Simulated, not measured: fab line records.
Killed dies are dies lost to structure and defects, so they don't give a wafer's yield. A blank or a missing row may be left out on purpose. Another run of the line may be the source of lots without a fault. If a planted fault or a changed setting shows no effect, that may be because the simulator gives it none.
Which of the tools did it? || flow nand_harc || 12 lots with 36 wafers sampled at 2 steps, on a route of 1302 steps

WHAT THE GAUGES READ, wafer by wafer
NHARC_P_STI_OVL_MEAS_10.
{"lot": "L075", "measured": "day 3 08:09", "on": "overlay-02", "overlay_x_nm (nm)": "-5 -5 -5"}
{"lot": "L077", "measured": "day 4 02:43", "on": "overlay-01", "overlay_x_nm (nm)": "-4 -4 -3"}
{"lot": "L079", "measured": "day 4 22:36", "on": "overlay-02", "overlay_x_nm (nm)": "7 7 7"}
{"lot": "L081", "measured": "day 5 18:50", "on": "overlay-02", "overlay_x_nm (nm)": "-3 -3 -4"}
{"lot": "L083", "measured": "day 6 13:14", "on": "overlay-01", "overlay_x_nm (nm)": "1 1 1"}
{"lot": "L085", "measured": "day 7 09:55", "on": "overlay-01", "overlay_x_nm (nm)": "-1 -1 -1"}
{"lot": "L087", "measured": "day 8 05:56", "on": "overlay-01", "overlay_x_nm (nm)": "1 1 1"}
{"lot": "L089", "measured": "day 9 01:11", "on": "overlay-01", "overlay_x_nm (nm)": "6 6 6"}
{"lot": "L091", "measured": "day 9 20:48", "on": "overlay-01", "overlay_x_nm (nm)": "-8 -8 -8"}
{"lot": "L093", "measured": "day 10 17:09", "on": "overlay-01", "overlay_x_nm (nm)": "7 6 6"}
{"lot": "L095", "measured": "day 11 14:36", "on": "overlay-01", "overlay_x_nm (nm)": "2 2 2"}
{"lot": "L097", "measured": "day 12 09:35", "on": "overlay-02", "overlay_x_nm (nm)": "0 1 0"}

TOOL THAT RAN EACH LOT (tool first, then ch and the chambers of the sampled wafers, then the start)
{"lot": "L075", "NHARC_P_ZERO_WELL_DESCUM_13": "rie_diel-02 ch 0,2,3, day 2 08:05"}
{"lot": "L077", "NHARC_P_ZERO_WELL_DESCUM_13": "rie_diel-06 ch 0,1,2, day 3 03:17"}
{"lot": "L079", "NHARC_P_ZERO_WELL_DESCUM_13": "rie_diel-02 ch 1,2,3, day 3 23:25"}
{"lot": "L081", "NHARC_P_ZERO_WELL_DESCUM_13": "rie_diel-06 ch 0,1,2, day 4 19:17"}
{"lot": "L083", "NHARC_P_ZERO_WELL_DESCUM_13": "rie_diel-02 ch 2,3, day 5 15:24"}
{"lot": "L085", "NHARC_P_ZERO_WELL_DESCUM_13": "rie_diel-09 ch 1,2,3, day 6 11:17"}
{"lot": "L087", "NHARC_P_ZERO_WELL_DESCUM_13": "rie_diel-02 ch 0,3, day 7 07:25"}
{"lot": "L089", "NHARC_P_ZERO_WELL_DESCUM_13": "rie_diel-02 ch 0,2,3, day 8 03:25"}
{"lot": "L091", "NHARC_P_ZERO_WELL_DESCUM_13": "rie_diel-02 ch 0,1,3, day 8 23:30"}
{"lot": "L093", "NHARC_P_ZERO_WELL_DESCUM_13": "rie_diel-02 ch 1,2,3, day 9 19:25"}
{"lot": "L095", "NHARC_P_ZERO_WELL_DESCUM_13": "rie_diel-06 ch 0,1,3, day 10 15:23"}
{"lot": "L097", "NHARC_P_ZERO_WELL_DESCUM_13": "rie_diel-09 ch 1,2,3, day 11 11:17"}
- NHARC_P_ZERO_WELL_DESCUM_13: chemistry O2, time 3 s.

THE ANSWER, worked out from the rows above alone
Rule: the lots themselves supply what counts as usual. The widest of any qualifying gaps counts: lots, ordered by their means at a reading, are off when they make up no more than a third of the lots, leave a main group of 4 or more, and stand apart from it by 3 or more times the standard deviation of that group's means. A main group whose means are all the same, to the digits that the tables above print for the reading, isn't used. A lot without any number at a reading at which 4 lots or more have one is off too. Where the step has rows for the other lots, those lots are counted as sound.
No lot is off at any reading shown: from this, nothing can be told.

WHAT THE SIMULATOR HAD INSERTED
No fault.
